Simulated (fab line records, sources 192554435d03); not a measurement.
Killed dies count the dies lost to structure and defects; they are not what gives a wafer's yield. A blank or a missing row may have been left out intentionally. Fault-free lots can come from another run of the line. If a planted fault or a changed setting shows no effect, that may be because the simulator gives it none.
fab line records | flow n5_finfet
record: lots: 5 wafers: 15 last_day: 16
route steps=1938 shown BEOL_M0@731 BEOL_M1@751 BEOL_M4@1111 PASSIVATION@1936
lots untouched by any fault: they come from a run of this same line in which no faults occurred
start_h: the number of hours between the record's first day and the start of the first shown wafer of the lot | wait_h: hours from the lot's prior step to this one | " repeats the value in the row above | L1.1+2: a single row standing in for several wafers | - no value present, or no start provided | * or withheld: withheld | < > ~ a bound
route shown NAME@n: a module of which the file shows steps, and the number in the route of the first | usual: average and standard deviation across the fault-free wafers | same: alike in all rows | chamber/n: place in a boat | sites: each site's reading | _std_site: how widely they spread, as a standard deviation | _edge_site: inner sites' mean taken away from outer sites' mean | radius_mm: how far each site lies from the wafer's centre | mask NAME#n: copy n | behind: the most recent tool/chamber to have shaped the wafer | hold: cause of the lot's hold/its duration in hours/its outcome | device: transistor that didn't switch, given as n, p or np | end of line: at the end of the route, the tests of the same wafers | a step without rows: its recipe alone | killed: at the first sort, the dies lost to defects and structure; wafer yield is something else | map: dies across one wafer; x = killed, . = not, _ = none there
set.NAME: setting as actually run; set.NAME@STEP: the setting as run at that earlier step | model.NAME: the simulator's own value behind a step, which no gauge read
lots at selected steps of the route; one table per step, one row per wafer
services: from which hour (start_h, from the record's first day; less than 0 if before it) a tool's chamber was out of use, for how many hours, and why
== steps ==
step: N5_BEOL_M0_ALD_136
recipe: material: TaN target_thk_a: * temp_c: 275 ald_precursor_family: PDMAT ald_co_reactant: NH3 pressure_torr: 3 carrier_flow_sccm: 1500 pulse_time_s: 2 purge_time_s: 3 co_reactant_purge_time_s: 2 co_reactant_pulse_time_s: 3 ald_cycles: 30 precursor_vessel_temp_c: 75 precursor_vessel_pressure_torr: 26.25 precursor_vessel_carrier_sccm: 1000
step: N5_BEOL_M0_SURFACE_TREAT_137
recipe: gas: Ar time_s: * ion_energy_ev: * ion_current_ma_cm2: 0.5 pressure_mtorr: * ar_flow_sccm: 30
step: N5_BEOL_M0_CVD_115
recipe: material: Co target_thk_a: * temp_c: withheld precursor: CCTBA/H2 pressure_torr: 30 time_s: 120
step: N5_BEOL_M0_SPUTTER_116
recipe: material: Cu target_thk_a: 40 temp_c: -20 chamber_pressure_pa: 0.07 power_w: withheld time_s: 7.37
step: N5_BEOL_M0_ANNEAL_117
recipe: temp_c: 400 time_s: 60 ambient: vacuum
step: N5_BEOL_M0_SPUTTER_132
recipe: material: Cu target_thk_a: 40 temp_c: -20 chamber_pressure_pa: 0.07 power_w: withheld time_s: 7.37
step: N5_BEOL_M0_ANNEAL_133
recipe: temp_c: 400 time_s: 60 ambient: vacuum
step: N5_BEOL_M0_SPUTTER_134
recipe: material: Cu target_thk_a: 40 temp_c: -20 chamber_pressure_pa: 0.07 power_w: withheld time_s: 7.37
step: N5_BEOL_M0_ANNEAL_135
recipe: temp_c: 400 time_s: 60 ambient: vacuum
step: N5_BEOL_M0_SPUTTER_141
recipe: material: Cu target_thk_a: 40 temp_c: -20 chamber_pressure_pa: 0.07 power_w: withheld time_s: 7.37
step: N5_BEOL_M0_ECD_118
recipe: material: Cu target_thk_a: 3000
step: N5_BEOL_M0_ANNEAL_119
recipe: temp_c: 225 time_s: 90 ambient: N2
step: N5_BEOL_M0_CMP_120
recipe: stop_on: SiOC t_overpolish_s: 6.9 down_force_psi: 1 platen_rpm: 50 clearing_platen_down_force_psi: 1.5 clearing_platen_rpm: 50 post_cmp_clean: cu_alkaline clearing_platen_pad_velocity_m_s: 0.99484 pad_velocity_m_s: 0.99484
usual: barrier_field_endpoint_s: 3.66/0.12 motor_current_A: 6.1/0.68 overpolish_run_s: 6.898/0.0092 pad_life_wafers: 1372/470 slurry_filter_dp_kPa: 13.51/0.15 time_to_endpoint_s: 63/3.5
columns lot.wafer tool chamber start_h wait_h barrier_field_endpoint_s motor_current_A overpolish_run_s pad_life_wafers slurry_filter_dp_kPa time_to_endpoint_s
L313.3 cmp-03 0 158.44 0.2 3.75 6.3 6.895 967 13.63 69
L313.1 " 1 " " 3.45 5.4 6.897 968 13.41 58
L313.6 " 3 " " 3.42 5.8 6.892 - 13.32 56
L316.3 cmp-03 1 180.34 0.2 3.50 5.5 6.903 1146 13.54 54
L316.1 " 2 " " 3.59 6.4 6.903 1147 13.30 60
L316.4 " 0 " " 3.63 6.0 6.885 1149 13.57 63
L318.1 cmp-03 1 198.50 0.3 3.67 5.4 6.912 1238 13.34 61
L318.3 " 2 " " 3.35 6.9 6.912 1239 13.55 62
L318.5 " 3 " " 3.61 5.7 6.900 - 13.72 58
L319.4 cmp-03 3 202.77 0.1 3.51 6.1 6.912 1272 13.33 55
L319.2 " 0 " " 3.63 6.3 6.905 1273 13.37 64
L319.6 " 3 " " 3.46 5.6 6.901 - 13.62 52
L324.4 cmp-04 2 226.70 0.2 3.70 5.8 6.905 1784 13.35 60
L324.3 " 3 " " 3.62 7.3 6.893 1785 13.68 62
L324.6 " 1 " " 3.51 6.2 6.892 - 13.56 59
step: N5_BEOL_M0_PRE_CLEAN_131
recipe: gas: NH3/H2 time_s: 15 temp_c: * rf_power_w: 300
step: N5_BEOL_M0_CO_CAP_123
recipe: material: Co target_thk_a: 20 temp_c: 200 precursor: CCTBA/H2 pressure_torr: 30 time_s: 102.1
step: N5_BEOL_M0_PRE_CLEAN_124
recipe: gas: NH3 time_s: 15 temp_c: withheld rf_power_w: 300
step: N5_BEOL_M0_DEP_125
recipe: material: SiCN target_thk_a: 80 temp_c: withheld precursor: 3MS/NH3 pressure_torr: 3 rf_w: 202 time_s: 14
step: N5_BEOL_M0_INSPECT_127
recipe: inspect_instrument: darkfield mode: post_dep
usual: raw_defect_count: 69/22
columns lot.wafer tool chamber start_h wait_h raw_defect_count
L313.1 defect_inspect-02 - 158.98 0.0 68
L313.3 " - " " 87
L313.6 " - " " 72
L316.1 defect_inspect-02 - 180.92 0.0 439
L316.3 " - " " 413
L316.4 " - " " 455
L318.1 defect_inspect-02 - 199.03 0.0 413
L318.3 " - " " 447
L318.5 " - " " 439
L319.2 defect_inspect-02 - 203.35 0.0 417
L319.4 " - " " 404
L319.6 " - " " 392
L324.3 defect_inspect-01 - 227.21 0.0 38
L324.4 " - " " 72
L324.6 " - " " 43
step: N5_BEOL_M1_ILD_DEP_00
recipe: material: SiOC target_thk_a: 790 temp_c: 350 precursor: DEMS/O2 pressure_torr: 5 rf_w: 500 time_s: 15.3
step: N5_BEOL_M1_PECVD_72
recipe: material: SiO2 target_thk_a: 160 temp_c: 400 precursor: TEOS/O2 pressure_torr: 5.5 rf_w: 450 teos_flow_sccm: 53.8 gas: O2 flow_sccm: 3000 time_s: 18
step: N5_BEOL_M1_HM_DEP_02
recipe: material: TiN target_thk_a: 200 temp_c: 25 chamber_pressure_pa: 0.49996
step: N5_BEOL_M1_COAT_61
recipe: resist: SOC temp_c: 250 time_s: 60 spin_rpm: 1500 resist_thk_nm: 60
step: N5_BEOL_M1_COAT_62
recipe: resist: SiARC temp_c: 220 time_s: 60 spin_rpm: 1500 resist_thk_nm: 12
step: N5_BEOL_M1_COAT_73
recipe: resist: underlayer temp_c: 205 time_s: 60 spin_rpm: 1500 resist_thk_nm: 5
step: N5_BEOL_M1_COAT_05
recipe: resist: CAR-EUV spin_rpm: 1500 resist_thk_nm: 30
step: N5_BEOL_M1_EBR_07
recipe: solvent: PGMEA ebr_width_mm: 1.5
step: N5_BEOL_M1_SOFTBAKE_06
recipe: temp_c: 110 time_s: 60 resist: CAR-EUV
step: N5_BEOL_M1_EXPOSE_08
recipe: mask_id: M1 na: 0.33 source_shape: dipole sigma_inner: 0.369 sigma_outer: 0.767 polarization: unpolarized dose_mj: 33
step: N5_BEOL_M1_PEB_09
recipe: peb_temp_c: 100 peb_time_s: 60 resist: CAR-EUV
step: N5_BEOL_M1_DEVELOP_10
recipe: develop_time_s: 30 developer: TMAH resist: CAR-EUV rinse_liquid: surfactant_rinse dry: air_spin dev_temp_c: 23
step: N5_BEOL_M1_INSPECT_13
recipe: mode: adi inspect_instrument: brightfield
usual: raw_defect_count: 408/84
columns lot.wafer tool chamber start_h wait_h raw_defect_count
L313.1 defect_inspect-02 - 161.57 0.1 364
L313.3 " - " " 271
L313.6 " - " " 339
L316.1 defect_inspect-01 - 182.24 0.1 787
L316.3 " - " " 890
L316.4 " - " " 832
L318.1 defect_inspect-02 - 199.83 0.1 738
L318.3 " - " " 1013
L318.5 " - " " 975
L319.2 defect_inspect-02 - 204.53 0.0 726
L319.4 " - " " 664
L319.6 " - " " 659
L324.3 defect_inspect-01 - 228.31 0.0 326
L324.4 " - " " 331
L324.6 " - " " 377
step: N5_BEOL_M1_DESCUM_16
recipe: chemistry: O2 time_s: 7 source_power_w: 50 bias_power_w: 20 pressure_mtorr: 20 rf_frequency_hz: 2.712e+07 temp_c: 40 resist: CAR-EUV o2_flow_sccm: 225
step: N5_BEOL_M4_RC_MEAS_101
usual: DIBL_N: 36.3/1.7 DIBL_P: 36.5/1.8 IOFF_N: 0.16/0.033 IOFF_P: 0.21/0.037 ION_N: 675/11 ION_P: 462/7.9 SS_N: 71.6/0.64 SS_P: 73.3/0.68 VT_N: 249/3.3 VT_P: -250/3.3
columns lot.wafer tool chamber start_h wait_h DIBL_N[mV/V] DIBL_P[mV/V] IOFF_N[nA/um] IOFF_P[nA/um] ION_N[uA/um] ION_P[uA/um] SS_N[mV/dec] SS_P[mV/dec] VT_N[mV] VT_P[mV]
L313.1 prober-02 0 198.02 0.0 37.5 37.3 0.17 0.25 683 467 72.0 73.1 247 -247
L313.3 " 0 " " 37.4 38.3 0.16 0.25 670 460 71.1 73.2 253 -246
L313.6 " 0 " " 37.6 38.0 0.17 0.25 681 471 71.4 73.1 248 -248
L316.1 prober-01 0 223.19 0.0 35.6 36.8 0.16 0.23 691 475 71.3 74.3 248 -250
L316.3 " 0 " " 35.2 35.9 0.15 0.22 679 466 71.8 73.9 252 -250
L316.4 " 0 " " 35.1 37.3 0.16 0.24 684 468 72.2 73.7 250 -249
L318.1 prober-02 0 231.02 0.0 36.1 36.2 0.17 0.22 676 463 72.2 73.2 249 -250
L318.3 " 0 " " 39.4 40.8 0.24 0.31 686 470 71.8 74.3 243 -246
L318.5 " 0 " " 37.9 38.3 0.20 0.25 680 463 72.3 74.7 245 -250
L319.2 prober-02 0 251.13 0.2 36.7 36.9 0.17 0.20 680 464 71.4 73.0 250 -250
L319.4 " 0 " " 39.5 39.9 0.22 0.26 672 463 73.9 74.1 250 -247
L319.6 " 0 " " 37.2 36.5 0.16 0.20 670 456 71.7 73.1 251 -250
L324.3 prober-02 0 270.60 0.3 35.3 37.0 0.18 0.20 682 466 71.7 73.1 244 -251
L324.4 " 0 " " 37.3 39.7 0.21 0.24 679 456 71.7 73.4 247 -249
L324.6 " 0 " " 36.0 37.4 0.18 0.21 665 454 71.7 74.5 246 -249
step: N5_PASSIVATION_PROBE_49
usual: defect_limited_yield: 91.3/1.5 killed_at_M0_to_M3: 34/9.4 killed_at_M4_up: 13/5.3 killed_at_contacts: 13/5.7 killed_at_front_end: 40/10 killed_at_other: 3.7/2.8 killed_dies: 103/17 killed_on_rim: 13/4.2 killed_open: 67/13 killed_short: 35/8.5 sort_bin_5_function: 5.0/0.98 sort_bin_6_memory: 3.3/0.7 sort_n_pass: 1077/17 sort_yield_pct: 91.3/1.5
same: gross_dies: 1180 killed_at_back_side: 0 sort_bin_4_leakage[%]: 0 sort_bin_8_speed[%]: 0
columns lot.wafer tool chamber start_h wait_h defect_limited_yield[%] killed_at_M0_to_M3 killed_at_M4_up killed_at_contacts killed_at_front_end killed_at_other killed_dies killed_on_rim killed_open killed_short sort_bin_5_function[%] sort_bin_6_memory[%] sort_n_pass sort_yield_pct[%]
L313.1 prober-02 - 303.54 0.0 90.8 35 25 5 41 3 109 22 75 34 5.8 3.1 1071 90.8
L313.3 prober-02 - 303.64 0.1 88.6 53 12 5 62 3 135 14 89 46 6.1 4.9 1045 88.6
L313.6 prober-02 - 303.79 0.3 89.1 57 12 4 52 4 129 19 83 44 6.1 4.2 1051 89.1
L316.1 prober-02 - 326.67 0.1 66.3 334 12 12 37 3 398 55 63 26 20.3 11.4 782 66.3
L316.3 prober-02 - 326.77 0.2 68.1 318 14 13 29 2 376 55 56 34 19.1 10.8 804 68.1
L316.4 prober-02 - 326.82 0.3 70.1 293 8 11 40 1 353 36 46 30 18.1 9.7 827 70.1
L319.2 prober-01 - 355.57 0.1 68.7 303 13 8 42 3 369 59 46 33 19.5 9.5 811 68.7
L319.4 prober-01 - 355.67 0.2 68.0 322 10 5 38 3 378 55 59 25 18.1 11.1 802 68.0
L319.6 prober-01 - 355.77 0.3 68.3 300 8 7 57 2 374 46 66 27 18.5 11.8 806 68.3
L324.3 prober-02 - 374.75 0.1 92.1 25 12 12 41 3 93 7 63 29 4.2 3.6 1087 92.1
L324.4 prober-02 - 374.80 0.2 92.2 33 10 10 37 2 92 11 61 27 4.2 2.9 1088 92.2
L324.6 prober-02 - 374.90 0.3 92.6 30 17 9 30 1 87 13 54 33 4.6 2.6 1093 92.6
killed by level:class
L313.1 STI_FIN_REVEAL:geometric_particle:open=14 BEOL_M4:geometric_particle:open=13 BEOL_M0_SAQP:geometric_particle:open=10 BEOL_M0_SAQP:geometric_particle:short=8 BEOL_M3:geometric_particle:open=7 GATE_CUT:geometric_particle:open=6 BEOL_M2:geometric_particle:open=5 FIN_SAQP:geometric_particle:short=4
L313.3 BEOL_M0_SAQP:geometric_particle:short=14 BEOL_M1:geometric_particle:open=14 BEOL_M0_SAQP:geometric_particle:open=13 FIN_SAQP:geometric_particle:open=11 DUMMY_GATE:geometric_particle:open=8 BEOL_M2:geometric_particle:open=8 GATE_CUT:geometric_particle:short=7 FIN_SAQP:geometric_particle:short=6
L313.6 BEOL_M0_SAQP:geometric_particle:open=18 BEOL_M0_SAQP:geometric_particle:short=13 STI_FIN_REVEAL:geometric_particle:open=13 BEOL_M3:geometric_particle:open=11 DUMMY_GATE:geometric_particle:open=6 GATE_CUT:geometric_particle:short=6 BEOL_M1:geometric_particle:open=6 BEOL_M4:geometric_particle:open=6
L316.1 BEOL_M0:unspecified=307 STI_FIN_REVEAL:geometric_particle:open=9 MOL_CONTACT_COAG:geometric_particle:open=9 GATE_CUT:geometric_particle:short=8 BEOL_M1:geometric_particle:open=8 FIN_SAQP:geometric_particle:open=6 BEOL_M0_SAQP:geometric_particle:open=6 DUMMY_GATE:geometric_particle:open=5
L316.3 BEOL_M0:unspecified=286 MOL_CONTACT_COAG:geometric_particle:open=12 FIN_SAQP:geometric_particle:short=9 BEOL_M1:geometric_particle:open=7 BEOL_M2:geometric_particle:open=7 STI_FIN_REVEAL:geometric_particle:open=4 BEOL_M0_SAQP:geometric_particle:short=4 BEOL_M1:geometric_particle:short=4
L316.4 BEOL_M0:unspecified=276 STI_FIN_REVEAL:geometric_particle:open=8 FIN_SAQP:geometric_particle:short=7 GATE_CUT:geometric_particle:short=7 MOL_CONTACT_COAG:geometric_particle:open=7 BEOL_M0_SAQP:geometric_particle:open=6 FIN_SAQP:geometric_particle:open=5 MOL_CONTACT_COAG:geometric_particle:short=4
L319.2 BEOL_M0:unspecified=285 FIN_SAQP:geometric_particle:short=9 MOL_CONTACT_COAG:geometric_particle:open=8 FIN_SAQP:geometric_particle:open=7 ILD0:geometric_particle:short=6 BEOL_M3:geometric_particle:open=6 ILD0:geometric_particle:open=5 BEOL_M2:geometric_particle:short=5
L319.4 BEOL_M0:unspecified=292 FIN_SAQP:geometric_particle:open=10 BEOL_M0_SAQP:geometric_particle:open=7 BEOL_M2:geometric_particle:open=6 BEOL_M0_SAQP:geometric_particle:short=5 BEOL_M3:geometric_particle:open=5 FIN_SAQP:geometric_particle:short=4 STI_FIN_REVEAL:geometric_particle:open=4
L319.6 BEOL_M0:unspecified=281 FIN_SAQP:geometric_particle:open=17 STI_FIN_REVEAL:geometric_particle:open=14 BEOL_M3:geometric_particle:open=6 BEOL_M4:geometric_particle:open=6 GATE_CUT:geometric_particle:open=5 MOL_CONTACT_COAG:geometric_particle:open=5 FIN_SAQP:geometric_particle:short=4
L324.3 MOL_CONTACT_COAG:geometric_particle:open=12 BEOL_M3:geometric_particle:open=9 FIN_SAQP:geometric_particle:short=8 STI_FIN_REVEAL:geometric_particle:open=6 GATE_CUT:geometric_particle:short=4 BEOL_M0_SAQP:geometric_particle:short=4 BEOL_M0:geometric_particle:open=4 BEOL_M5:geometric_particle:open=4
L324.4 MOL_CONTACT_COAG:geometric_particle:open=8 BEOL_M0_SAQP:geometric_particle:open=7 DUMMY_GATE:geometric_particle:open=6 FIN_SAQP:geometric_particle:short=5 BEOL_M3:geometric_particle:open=5 BEOL_M5:geometric_particle:open=5 FIN_SAQP:geometric_particle:open=4 STI_FIN_REVEAL:geometric_particle:open=4
L324.6 MOL_CONTACT_COAG:geometric_particle:open=8 FIN_SAQP:geometric_particle:open=7 BEOL_M3:geometric_particle:open=7 BEOL_M0_SAQP:geometric_particle:short=6 GATE_CUT:geometric_particle:short=5 BEOL_M0_SAQP:geometric_particle:open=4 BEOL_M5:geometric_particle:open=4 BEOL_M4:geometric_particle:open=4
map L316.1 (x killed, . not)
_________________x.xx.x......________________
______________...xxxxx....x.xxx._____________
___________....x..xx...x.x...x..xx.__________
__________...x...x.x..xx.x...x.xx..._________
________.x.....x....x....xx..x..x....x_______
_______...x...xx...x....x.....xx..x...x______
______xxxx..x.x.x...xx...x.xx.xx.x......_____
_____x.xxx.....xx...x.......x......x.....____
____..x.x.x.xx.x...xx....x......x.x.xx..x.___
___.x..x...xxxx.x....x..x....x.xxxx...x..x.__
___.........x..xx....xx..x..x...xx...xx..xx__
__.x........x.x.x.x.x.xxx.x...x..x...x.x.x.._
__.xx....x.....xx..x.....xx...x.x....x.xx..._
_x...x..x...x.....x.......xxx........x......x
_x.x.x.x....x........x......x...........x...x
_x.xxx..xx....x..x...........xx...x..xx.....x
_x....x.....xx..xx.x...x.x.xx......x....x..x.
_xxxx..x..xx..x.x.xxx...x.x.xx.x.x....x......
_...xx..x...xxxx...x..x...x.xx.x.xx.x.x.x....
_.x..x......x.xxx..xx..x...x....x..x....xxx..
_.xxxx......xxx..x..x..xxxx...x........x.x...
__x..x.x...x....xx...xxxxx...x.xx.....xxx.xx_
__..x.........xx....x........xxxxx..x....x.x_
___.xx..x.....x.............x....xx.x.....x__
___......xxx..x.xxx...x.....x..x..x..x.x...__
____xx..x...x........xxxx.x.........xx....___
_____.xx.x.xx....xxx....xx...x..x..x....x____
______x.xxxx.x......x...x.x.....xx.xxx.x_____
_______..x.xx..x.x............x..x.x...______
________...x..x.......x.xx..x.....xx.._______
__________xx.xx..x..x....x.xx......._________
___________x.xx...x.x......xxxxx.xx__________
______________..x..xx.xx...xxx.._____________
_________________..x.x......x________________
map L319.4 (x killed, . not)
_________________xx.........x________________
______________....x..x.xx.....xx_____________
___________..x.x..x..x..x.x......x.__________
__________x..x.x.....x...x..x.xx..xx_________
________..xx.....x..x...x.....x.....x._______
_______.x.xx.....x....xx..x....xx..xxxx______
______.x....xxx.........x..x.xx...x..xxx_____
_____x.x.xxx.x..x..x.........xxxx.x.x.xxx____
____.x.xx.x..xx..x.x....x..xx.......x.....___
___x.xx.xx..xx..x.....x...xxxxx.x....xx.xxx__
___............x..x.....x...x.x....x..xxx..__
__...x.x...xx.xx..xx...xx.x....x...x...xx.xx_
__x.x..x.x.x.x.......xx.....x.......xxxx...._
_.x.x.x....x.....x.xxx.....x..x...x.x....x...
_..x..x...x....x..x...x..xx....x.xx...x.x...x
_...xxx.x.xx.x.x...xx.x..........xxxxx...xxx.
_x.x..x....x...xx...x.x......x...........x...
_.xxx..xx..x.x..........x..x.xx.x..xx..x...xx
_..x.x.x..xx.....xx.x......xxx.x....x...x.xxx
_...x......xx.......xx.xx......x.x....xxxxxxx
_.......x...........x.xx..x..x...x...x..x....
__x.x......x...xx..xx..x......x........xxxx._
__x...x.x..x...x.....xx.......x..x..xx.x.x.x_
___......xxxx.x.x.......x...x.......x..x..x__
___x..x.....x...xxx.x.x....xx..x...xxx.x.x.__
____.x.....xx..x....x.....x.........xx.xx.___
_____.x.x.....xx.x.x..........xxx..x.....____
______x.....xxxx...x....x.......x..xx..._____
_______..x.......x...x....xx.....x.x.x.______
________x..........x.........xx......._______
__________xx.xxx.....x..x..........._________
___________.x.xxx....x......x..x...__________
______________x.x...x..x...x...._____________
_________________.....x..x...________________
== services ==
columns tool chamber start_h hours kind
cmp-03 - 185.30 6.0 repair
== key ==
first_sign: step: N5_BEOL_M0_INSPECT_127 reading: raw_defect_count direction: up sigmas: 16 usual: 69 struck: 424
effect: step: N5_BEOL_M1_INSPECT_13 reading: raw_defect_count direction: up sigmas: 4.8 usual: 408 struck: 809
effect: step: N5_PASSIVATION_PROBE_49 reading: killed_at_M0_to_M3 direction: up sigmas: 30 usual: 34 struck: 312
more_kills_born_at: N5_BEOL_M0_CMP_120@cmp-03: 1727
met_at N5_BEOL_M0_CMP_120
struck_wafers L316.1,L316.3,L316.4,L318.1,L318.3,L318.5,L319.2,L319.4,L319.6
rows_end L318.1,L318.3,L318.5
onset_between 158.44 180.34
fault: kind: chamber_particle_source tool: cmp-03 chamber: - onset_h: 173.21 steps: N5_BEOL_M0_CMP_120 rate_per_visit_cm2: 0.52714
rows_end: these wafers met a further fault down the route, and their rows from its step on are left out
